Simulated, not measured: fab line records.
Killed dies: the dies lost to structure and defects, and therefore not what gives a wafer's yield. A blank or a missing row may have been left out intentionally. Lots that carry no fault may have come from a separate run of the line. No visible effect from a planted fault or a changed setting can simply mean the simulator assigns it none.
Split-lot trial    flow n5_finfet    21 wafers read from 7 lots, route of 1938 steps

ABOUT THE SPLIT
At N5_BEOL_M12_ETCH_67 (etches SiARC in CF4, target depth 143 nm, time 238.3 s), the setting source_w was moved away from the recipe's 545 W on 6 of the 21 wafers read, by -14.6% to -9.0%. All remaining wafers had this setting at the recipe value.

The split's own step is where the reading is taken.

THE READING
rf_vpp_V, in V, at N5_BEOL_M12_ETCH_67 (etches SiARC in CF4, target depth 143 nm, time 238.3 s). On this fab line, fault-free wafers typically give 184.0 V with a standard deviation of 1.4 V.

wafer   tool, chamber at the split  source_w as run, W  against the recipe  rf_vpp_V, V  against lot-mates on the recipe
L078.1  rie_diel-01, 1              545                 recipe              184.6        -
L078.4  rie_diel-01, 3              545                 recipe              182.3        -
L078.5  rie_diel-01, 2              545                 recipe              184.7        -
L079.1  rie_diel-05, 2              545                 recipe              184.3        -
L079.4  rie_diel-05, 0              476.3               -12.6%              192.6        +8.3
L079.6  rie_diel-05, 3              476.3               -12.6%              195.1        +10.8
L082.2  rie_diel-01, 0              545                 recipe              185.6        -
L082.5  rie_diel-01, 0              545                 recipe              185.4        -
L082.6  rie_diel-01, 2              545                 recipe              183.5        -
L084.3  rie_diel-04, 3              545                 recipe              182.1        -
L084.4  rie_diel-04, 1              465.4               -14.6%              193.1        +11.0
L084.5  rie_diel-04, 3              465.4               -14.6%              193.5        +11.4
L088.3  rie_diel-05, 2              545                 recipe              185.6        -
L088.5  rie_diel-05, 1              545                 recipe              182.2        -
L088.6  rie_diel-05, 2              545                 recipe              185.6        -
L089.2  rie_diel-05, 0              545                 recipe              185.5        -
L089.5  rie_diel-05, 2              545                 recipe              184.1        -
L089.6  rie_diel-05, 3              545                 recipe              185.7        -
L090.1  rie_diel-01, 3              495.8               -9.0%               188.0        +3.8
L090.3  rie_diel-01, 2              545                 recipe              184.2        -
L090.4  rie_diel-01, 1              495.8               -9.0%               191.0        +6.8

THE FIT
A straight line over all 21 wafers: rf_vpp_V changes by -0.655 V for each +1% of source_w; r = -0.94; the points scatter about the line by 1.4 V.
The same after taking each lot's own level away (the mean of its wafers on the recipe; 21 wafers): -0.736 V for each +1%; r = -0.96; scatter 1.2 V.
According to that fit, moving source_w by its largest amount changes the reading by 11 V.
The lots' own levels span 182.10 to 185.10 V, that is 2.1 times the standard deviation above.
So the lot-to-lot level changes the slope: the two fits differ.
Check: with one of the wafers moved furthest among these (-14.6%) left out of the fit, the line predicts +10.6 V for it against its lot-mates. It came out at +11 V against them.
Tool readings at the split's step, against how far the setting was moved: etch_rf_on_time_s r = -0.90; rf_vpp_V r = -0.94.

OTHER SPLITS APPLIED TO THESE WAFERS
Before the reading, these wafers also passed through other splits. Each is held against what the fit with the lots' levels taken away leaves over:
other split on the same wafers  wafers away from the commonest value  r with rf_vpp_V (lot level and that fit taken away)
N5_BEOL_M6_ETCH_66 bias_w       8                                     +0.16
N5_BEOL_M7_VIA_ETCH_34 bias_w   9                                     +0.00
N5_BEOL_M7_ETCH_41 source_w     8                                     -0.29
N5_BEOL_M8_ETCH_65 source_w     7                                     -0.04
N5_BEOL_M11_PECVD_70 temp_c     9                                     -0.18
N5_BEOL_M11_COAT_59 spin_rpm    7                                     +0.36
N5_BEOL_M11_CURE_72 time_s      7                                     -0.35
N5_BEOL_M11_ALD_74 ald_cycles   5                                     +0.16

THE WHOLE CHAIN: every reading that the file lists as answering this split, in the file's order
step                 what it does                                            reading            change (the file's fit)               r (the file's)
N5_BEOL_M12_ETCH_67  etches SiARC in CF4, target depth 143 nm, time 238.3 s  etch_rf_on_time_s  withheld for each +1% of the setting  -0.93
N5_BEOL_M12_ETCH_67  etches SiARC in CF4, target depth 143 nm, time 238.3 s  rf_vpp_V           -0.731 V for each +1% of the setting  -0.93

FILE'S OWN FIT
rf_vpp_V changes by -0.731 V for each +1% of source_w, r = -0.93.
